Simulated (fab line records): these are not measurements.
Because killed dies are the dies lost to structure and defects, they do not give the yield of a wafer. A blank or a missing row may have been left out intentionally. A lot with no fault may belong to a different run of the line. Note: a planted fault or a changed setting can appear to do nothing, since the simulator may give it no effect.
Matching of chambers ; flow nand_harc ; 3 sister chambers for NHARC_A_STAIRCASE_DEP_259 on pecvd-04
The step deposits SiON, target thk 30 nm. 6 wafers are shown with their chamber, then 8 later ones without.

WAFERS, EACH WITH ITS CHAMBER
wafer;chamber;heater_power_w (W)
L077.6;0;579
L078.1;0;494
L083.2;2;641
L083.3;1;751
L083.4;1;743
L085.1;2;709

WAFERS WITH NO CHAMBER GIVEN
wafer;heater_power_w (W)
L085.5;767
L085.6;573
L086.1;579
L086.2;716
L086.4;595
L088.1;596
L088.3;759
L088.4;762

CHAMBER TAKEN BY EACH
wafer;from the rows above;in truth
L085.5;can't be placed: 1 or 2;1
L085.6;can't be placed: 0 or 2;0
L086.1;can't be placed: 0 or 2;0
L086.2;can't be placed: 1 or 2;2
L086.4;can't be placed: 0 or 2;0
L088.1;can't be placed: 0 or 2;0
L088.3;can't be placed: 1 or 2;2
L088.4;can't be placed: 1 or 2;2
Correctly placed: 0 of 8. From these rows, 8 cannot be placed; in 8 the true chamber is one of the candidates. Placed wrongly: 0.
How it was worked out, from the rows above alone: a wafer's distance from a chamber is the root of the sum, over the readings, of the square of ((its reading less the chamber's mean) divided by the reading's scatter). The wafer belongs to the nearest chamber; if the next one is less than 2 further off, it can't be placed. A chamber's mean is the mean of its shown wafers. The scatter: take each reading less its chamber's mean, square it, sum over the shown wafers, divide by the number of wafers less the number of chambers, and take the root.
